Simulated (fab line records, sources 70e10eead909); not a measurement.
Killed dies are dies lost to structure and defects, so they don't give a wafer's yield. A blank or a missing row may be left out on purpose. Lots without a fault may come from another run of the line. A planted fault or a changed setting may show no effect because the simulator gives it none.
Chamber matching | flow nand_harc | NHARC_P_BONDPAD_CMP_32 on cmp-02: 4 sister chambers
The step polishes SiCN, target thk 200 nm. 14 wafers are shown with their chamber, then 7 later ones without.

WAFERS WITH THEIR CHAMBER
wafer  | chamber | motor_current_A (A)
L074.1 | 1       | 10.4
L074.2 | 2       | 11.3
L074.4 | 3       | 10.6
L075.3 | 1       | 10.1
L075.5 | 2       | 11.1
L075.6 | 1       | 10.5
L077.1 | 2       | 11.2
L077.2 | 3       | 10.6
L077.3 | 0       | 13.3
L084.2 | 0       | 12.0
L084.5 | 1       | 10.2
L084.6 | 2       | 11.3
L086.1 | 0       | 12.4
L086.2 | 1       | 9.5

SIGNATURES (means of the wafers above)
reading         | chamber 0 | chamber 1 | chamber 2 | chamber 3 | scatter within a chamber
motor_current_A | 12.567    | 10.140    | 11.225    | 10.600    | 0.391
Rule: a wafer's distance from a chamber is the root of the sum, over the readings, of the square of ((its reading less the chamber's mean) divided by the reading's scatter). The wafer belongs to the nearest chamber; if the next one is less than 2 further off, it can't be placed. The scatter: the root of (the sum of the squares of (reading less its chamber's mean) over the shown wafers, divided by (wafers less chambers)).

WAFERS WITHOUT THEIR CHAMBER
wafer  | motor_current_A (A)
L086.5 | 11.9
L095.1 | 10.2
L095.3 | 11.4
L095.6 | 9.8
L097.1 | 12.1
L097.3 | 11.2
L097.4 | 10.3

WHICH CHAMBER EACH WENT THROUGH
wafer  | from the rows above          | in truth
L086.5 | can't be placed: 0 or 2 or 3 | 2
L095.1 | can't be placed: 1 or 3      | 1
L095.3 | can't be placed: 2 or 3      | 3
L095.6 | can't be placed: 1 or 3      | 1
L097.1 | can't be placed: 0 or 2      | 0
L097.3 | can't be placed: 2 or 3      | 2
L097.4 | can't be placed: 1 or 3 or 2 | 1
Placed correctly: 0 of 7. Can't be placed from these rows: 7 (the true chamber is among the candidates in 7). Placed wrongly: 0.
